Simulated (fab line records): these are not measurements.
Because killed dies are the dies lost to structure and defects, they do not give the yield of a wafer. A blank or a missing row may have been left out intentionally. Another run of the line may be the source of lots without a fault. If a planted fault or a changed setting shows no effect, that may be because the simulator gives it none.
fab line records	flow n5-finfet	part 2 of 2: steps 5 to 6 of 6
[record] lots = 23	wafers = 69	last-day = 17
route steps=1938 shown FIN_CUT@163 DUMMY_GATE@219 SD_EPI_N@277 SD_EPI_P@306
lots untouched by any fault: they come from a run of this same line in which no faults occurred
start-h: the number of hours between the record's first day and the start of the first shown wafer of the lot	wait-h: hours since the lot's step before	" unchanged from the row above	L1.1+2: one row covering several wafers at once	- no value, or no start given	* or withheld: withheld	< > ~ a bound
route shown NAME@n: names a module that has steps shown in the file, with the first one's number in the route	usual: average and standard deviation across the fault-free wafers	same: alike in all rows	chamber/n: place in a boat	sites: the reading at each site	_std_site: how widely they spread, as a standard deviation	_edge_site: outer sites' mean less inner sites'	radius-mm: how far each site lies from the wafer's centre	mask NAME#n: copy n	behind: tool/chamber where the wafer was last shaped	hold: reason for holding the lot/hours on hold/outcome of the hold	device: names the non-switching transistor (n, p or np)	end of line: the same wafers' tests at the end of the route	a step given without rows: its recipe and nothing more	killed: dies that structure and defects cost at the first sort, which is not the same as the wafer's yield	map: a wafer's dies, x killed, . not, _ none there
set.NAME: setting as actually run; set.NAME@STEP: the setting as run at that earlier step	model.NAME: the simulator's own value behind a step, which no gauge read
a sample of lots followed through the steps of the route, with each step as a table and each wafer as a row
services: a tool's chamber out of use, with start hour (start-h, from the record's first day; less than 0 if before it), hours out, and reason
[[steps]]
[step N5_SD_EPI_N_STRIP_38]
[recipe] chemistry = N2/H2	power-w = 1000	temp-c = 250	h2-frac = 0.65	overash-fraction = 0.3	pressure-mtorr = withheld	n2-flow-sccm = 1750	h2-flow-sccm = 3250
[usual] drypump-motor-current-A = 5.69/0.22	h2-flow-sccm = 3247/10	heater-power-w = 337/51	n2-flow-sccm = 1750/4.7	oes-product-au = 0.762/0.011
lot.wafer	tool	chamber	start-h	wait-h	drypump-motor-current-A	h2-flow-sccm	heater-power-w	n2-flow-sccm	oes-product-au	rf-hours-counter-h
L074.1	plasma-asher-01	1	50.00	0.1	5.73	3255	294	1747	0.767	30
L074.2	"	0	"	"	5.51	3267	309	1747	0.749	30
L074.3	"	1	"	"	5.73	3246	292	1748	0.760	-
L075.2	plasma-asher-02	0	55.38	0.1	6.01	3253	428	1747	0.779	85
L075.5	"	0	"	"	6.01	3252	425	1743	0.728	-
L075.6	"	1	"	"	5.39	3237	328	1742	0.757	-
L076.3	plasma-asher-02	1	65.09	0.1	5.47	3243	320	1760	0.776	-
L076.4	"	0	"	"	6.00	3257	442	1757	0.763	-
L076.5	"	1	"	"	5.47	3247	334	1747	0.761	-
L077.3	plasma-asher-02	1	67.34	0.1	5.48	3249	335	1749	0.764	-
L077.5	"	1	"	"	5.46	3240	322	1745	0.762	-
L077.6	"	0	"	"	6.03	3233	438	1761	0.757	-
L078.2	plasma-asher-01	0	72.73	0.1	5.54	3269	308	1744	0.752	34
L078.3	"	1	"	"	5.77	3249	295	1749	0.735	-
L078.4	"	0	"	"	5.54	3264	307	1750	0.775	-
L079.1	plasma-asher-02	0	80.52	0.1	6.03	3256	431	1753	0.763	90
L079.3	"	0	"	"	6.07	3261	418	1758	0.740	-
L079.4	"	1	"	"	5.46	3265	330	1757	0.761	-
L080.2	plasma-asher-01	1	88.39	0.1	5.76	3254	301	1748	0.765	36
L080.4	"	1	"	"	5.74	3253	298	1751	0.775	-
L080.6	"	1	"	"	5.76	3255	300	1740	0.750	-
L081.2	plasma-asher-02	1	93.00	0.1	5.46	3268	325	1741	0.759	92
L081.5	"	1	"	"	5.45	3239	336	1745	0.764	-
L081.6	"	0	"	"	6.06	3249	425	1750	0.766	-
L082.1	plasma-asher-02	0	98.86	0.1	6.03	3234	436	1751	0.766	94
L082.4	"	0	"	"	6.03	3264	431	1747	0.776	-
L082.5	"	0	"	"	6.03	3250	420	1747	0.766	-
L084.1	plasma-asher-01	1	115.33	0.1	5.75	3245	301	1755	0.776	42
L084.3	"	0	"	"	5.54	3249	308	1748	0.762	-
L084.4	"	1	"	"	5.75	3254	293	1756	0.768	-
L085.3	plasma-asher-01	1	116.53	0.1	5.76	3249	293	1753	0.757	-
L085.5	"	0	"	"	5.50	3249	309	1746	0.760	-
L085.6	"	1	"	"	5.75	3243	299	1749	0.758	-
L086.1	plasma-asher-02	1	123.78	0.1	5.47	3256	337	1752	0.759	97
L086.2	"	0	"	"	6.01	3233	432	1753	0.755	97
L086.4	"	1	"	"	5.50	3241	332	1751	0.780	-
L087.1	plasma-asher-02	1	130.21	0.1	5.49	3233	324	1754	0.759	99
L087.3	"	0	"	"	6.01	3254	428	1748	0.761	-
L087.6	"	1	"	"	5.56	3250	334	1753	0.745	-
L088.1	plasma-asher-01	1	137.23	0.1	5.76	3232	298	1752	0.761	47
L088.2	"	0	"	"	5.51	3255	300	1751	0.777	47
L088.4	"	0	"	"	5.48	3260	309	1756	0.767	-
L089.1	plasma-asher-01	1	139.07	0.1	5.75	3232	299	1749	0.747	47
L089.2	"	0	"	"	5.49	3223	309	1761	0.791	47
L089.4	"	0	"	"	5.46	3237	308	1758	0.768	-
L090.3	plasma-asher-02	1	151.82	0.1	5.48	3243	325	1752	0.772	-
L090.4	"	0	"	"	6.05	3244	427	1748	0.757	-
L090.6	"	0	"	"	6.03	3258	425	1756	0.757	-
L091.2	plasma-asher-01	1	152.63	0.1	5.77	3253	291	1747	0.755	51
L091.3	"	1	"	"	5.73	3251	286	1753	0.754	-
L091.5	"	0	"	"	5.52	3243	314	1754	0.769	-
L092.2	plasma-asher-01	0	161.80	0.1	5.57	3240	309	1743	0.767	52
L092.3	"	0	"	"	5.53	3247	301	1744	0.783	-
L092.4	"	1	"	"	5.75	3254	302	1748	0.752	-
L093.4	plasma-asher-01	0	166.15	0.1	5.52	3246	310	1751	0.788	-
L093.5	"	0	"	"	5.52	3259	302	1755	0.773	-
L093.6	"	1	"	"	5.75	3238	298	1752	0.763	-
L094.1	plasma-asher-01	1	171.02	0.1	5.74	3235	299	1754	0.771	54
L094.3	"	0	"	"	5.47	3241	307	1752	0.763	-
L094.5	"	1	"	"	5.73	3229	296	1749	0.757	-
L095.3	plasma-asher-02	1	177.93	0.1	5.49	3239	334	1750	0.760	-
L095.4	"	0	"	"	6.02	3247	427	1749	0.757	-
L095.5	"	1	"	"	5.48	3240	331	1751	0.770	-
L096.3	plasma-asher-02	0	181.67	0.1	6.04	3254	433	1746	0.764	-
L096.5	"	0	"	"	6.02	3254	425	1745	0.749	-
L096.6	"	1	"	"	5.47	3256	333	1748	0.772	-
L097.1	plasma-asher-01	0	188.74	0.1	5.49	3234	308	1753	0.767	57
L097.3	"	0	"	"	5.50	3237	305	1744	0.761	-
L097.5	"	0	"	"	5.50	3226	304	1752	0.764	-
[step N5_SD_EPI_P_DESCUM_14]
[recipe] chemistry = O2	time-s = 7.9	source-power-w = 50	bias-power-w = 20	pressure-mtorr = 20	rf-frequency-hz = 2.712e+07	temp-c = 40	resist = CAR-ArF-block	o2-flow-sccm = 225
[usual] drypump-motor-current-A = 5.9/0.4	oes-product-au = 0.74/0.055	rf-vpp-V = 242.5/1.4	showerhead-plenum-p-Torr = 2.06/0.075	throttle-valve-pct = 20.50/0.25
lot.wafer	tool	chamber	start-h	wait-h	drypump-motor-current-A	oes-product-au	rf-hours-counter-h	rf-vpp-V	showerhead-plenum-p-Torr	throttle-valve-pct
L074.1	rie-diel-01	2	53.65	0.0	5.2	0.70	229	243.0	2.07	20.66
L074.2	"	1	"	"	6.1	0.76	171	243.3	2.08	20.58
L074.3	"	0	"	"	6.2	0.76	169	241.4	2.00	20.52
L075.2	rie-diel-05	3	59.42	0.0	6.1	0.70	173	245.0	2.18	20.60
L075.5	"	0	"	"	6.5	0.71	-	241.7	1.98	20.91
L075.6	"	3	"	"	6.2	0.70	-	242.7	2.18	20.57
L076.3	rie-diel-06	3	68.73	0.0	6.2	0.78	125	243.6	2.10	20.81
L076.4	"	0	"	"	5.6	0.76	128	242.5	2.08	20.39
L076.5	"	1	"	"	5.2	0.73	-	242.3	2.08	20.19
L077.3	rie-diel-05	2	72.30	0.2	6.2	0.71	194	240.4	2.00	20.10
L077.5	"	0	"	"	6.4	0.71	-	241.0	1.97	20.91
L077.6	"	1	"	"	6.0	0.77	-	243.8	2.09	20.16
L078.2	rie-diel-06	1	76.43	0.0	5.2	0.72	197	241.9	2.08	20.17
L078.3	"	3	"	"	6.2	0.77	128	242.3	2.10	20.83
L078.4	"	2	"	"	5.6	0.81	112	238.8	1.93	20.51
L079.1	rie-diel-05	1	85.04	0.2	6.0	0.76	147	242.3	2.09	20.16
L079.3	"	0	"	"	6.4	0.72	218	240.5	1.97	20.93
L079.4	"	3	"	"	6.2	0.71	181	245.8	2.18	20.61
L080.2	rie-diel-06	3	92.09	0.0	6.2	0.78	133	244.2	2.10	20.83
L080.4	"	0	"	"	5.7	0.76	135	243.3	2.08	20.38
L080.6	"	3	"	"	6.2	0.78	-	243.3	2.09	20.84
L081.2	rie-diel-06	3	97.57	0.0	6.2	0.77	135	243.5	2.09	20.84
L081.5	"	2	"	"	5.6	0.80	-	240.5	1.93	20.51
L081.6	"	1	"	"	5.2	0.72	-	242.9	2.07	20.20
L082.1	rie-diel-01	3	103.28	0.0	5.6	0.73	168	243.6	2.19	20.68
L082.4	"	2	"	"	5.2	0.68	244	242.5	2.06	20.68
L082.5	"	2	"	"	5.2	0.68	-	241.8	2.06	20.66
L084.1	rie-diel-06	2	118.99	0.0	5.6	0.80	126	241.3	1.93	20.53
L084.3	"	1	"	"	5.2	0.73	210	243.7	2.07	20.24
L084.4	"	3	"	"	6.2	0.77	143	242.4	2.09	20.85
L085.3	rie-diel-01	2	120.04	0.0	5.3	0.68	250	241.8	2.06	20.68
L085.5	"	2	"	"	5.2	0.68	-	243.2	2.06	20.66
L085.6	"	1	"	"	6.1	0.73	-	243.0	2.07	20.60
L086.1	rie-diel-05	2	127.55	0.0	6.2	0.71	211	241.4	1.99	20.11
L086.2	"	0	"	"	6.4	0.70	231	241.3	1.97	20.93
L086.4	"	1	"	"	6.0	0.75	160	243.0	2.08	20.18
L087.1	rie-diel-05	2	133.77	0.0	6.2	0.70	213	242.0	1.99	20.14
L087.3	"	1	"	"	6.0	0.75	161	242.0	2.08	20.18
L087.6	"	2	"	"	6.2	0.69	-	242.0	1.99	20.13
L088.1	rie-diel-01	2	141.74	0.0	5.2	0.96	2	243.0	2.06	20.34
L088.2	"	3	"	"	5.6	0.73	180	243.9	2.18	20.69
L088.4	"	0	"	"	6.2	0.73	199	240.7	1.99	20.55
L089.1	rie-diel-05	1	142.63	0.0	6.0	0.75	164	241.9	2.08	20.20
L089.2	"	3	"	"	6.2	0.69	199	244.9	2.17	20.62
L089.4	"	0	"	"	6.4	0.70	235	242.1	1.97	20.95
L090.3	rie-diel-05	1	155.50	0.0	6.0	0.73	168	241.7	2.08	20.19
L090.4	"	2	"	"	6.2	0.69	220	242.7	1.99	20.15
L090.6	"	3	"	"	6.1	0.68	-	244.4	2.17	20.64
L091.2	rie-diel-05	1	156.62	0.0	6.0	0.74	168	244.1	2.08	20.20
L091.3	"	0	"	"	6.4	0.70	240	242.0	1.97	20.95
L091.5	"	1	"	"	6.1	0.73	-	243.8	2.08	20.18
L092.2	rie-diel-01	0	165.51	0.0	6.2	0.72	206	242.3	1.99	20.58
L092.3	"	1	"	"	6.1	0.73	208	244.3	2.06	20.63
L092.4	"	2	"	"	5.2	0.93	9	242.0	2.06	20.36
L093.4	rie-diel-05	2	169.97	0.0	6.2	0.68	224	240.7	1.98	20.15
L093.5	"	0	"	"	6.4	0.69	-	241.6	1.96	20.95
L093.6	"	3	"	"	6.1	0.69	-	242.3	2.17	20.62
L094.1	rie-diel-01	3	175.55	0.0	5.6	0.71	190	244.4	2.18	20.69
L094.3	"	2	"	"	5.2	0.92	12	243.3	2.06	20.37
L094.5	"	1	"	"	6.1	0.72	-	241.4	2.06	20.65
L095.3	rie-diel-06	2	181.44	0.0	5.6	0.78	141	241.0	1.92	20.55
L095.4	"	0	"	"	5.7	0.75	159	243.8	2.07	20.44
L095.5	"	2	"	"	5.6	0.78	-	242.0	1.92	20.55
L096.3	rie-diel-01	2	185.82	0.0	5.2	0.91	15	241.9	2.06	20.36
L096.5	"	0	"	"	6.2	0.72	-	242.2	1.98	20.57
L096.6	"	3	"	"	5.6	0.71	-	244.4	2.18	20.71
L097.1	rie-diel-06	1	192.39	0.0	5.2	0.70	229	242.7	2.06	20.23
L097.3	"	3	"	"	6.2	0.74	162	242.2	2.08	20.88
L097.5	"	1	"	"	5.2	0.70	-	244.3	2.06	20.25
[[services]]
tool	chamber	start-h	hours	kind
rie-diel-02	-	34.89	0.7	repair
rie-diel-06	3	38.09	5.0	repair
plasma-asher-02	-	39.89	3.0	repair
plasma-asher-01	-	52.38	1.9	repair
rie-diel-02	1	56.93	4.6	repair
rie-diel-03	0	57.56	11.0	repair
rie-diel-04	2	58.03	14.0	repair
rie-diel-01	2	59.15	2.7	repair
rie-diel-06	-	75.90	0.5	repair
rie-diel-01	3	83.26	8.8	repair
rie-diel-02	0	91.45	11.1	repair
plasma-asher-02	-	94.49	0.5	repair
rie-diel-02	3	99.64	9.0	repair
rie-diel-06	0	101.16	4.5	repair
rie-diel-03	1	103.52	-	clean
rie-diel-03	1	103.52	-	consumable-replace:esc
rie-diel-03	1	103.52	-	consumable-replace:focus-ring
plasma-asher-02	-	115.07	5.4	repair
rie-diel-02	3	117.67	8.6	repair
rie-diel-04	-	122.84	15.6	pm
rie-diel-01	3	123.80	3.1	repair
plasma-asher-01	-	156.58	0.9	repair
plasma-asher-01	-	177.33	0.8	repair
rie-diel-06	0	190.33	6.5	repair
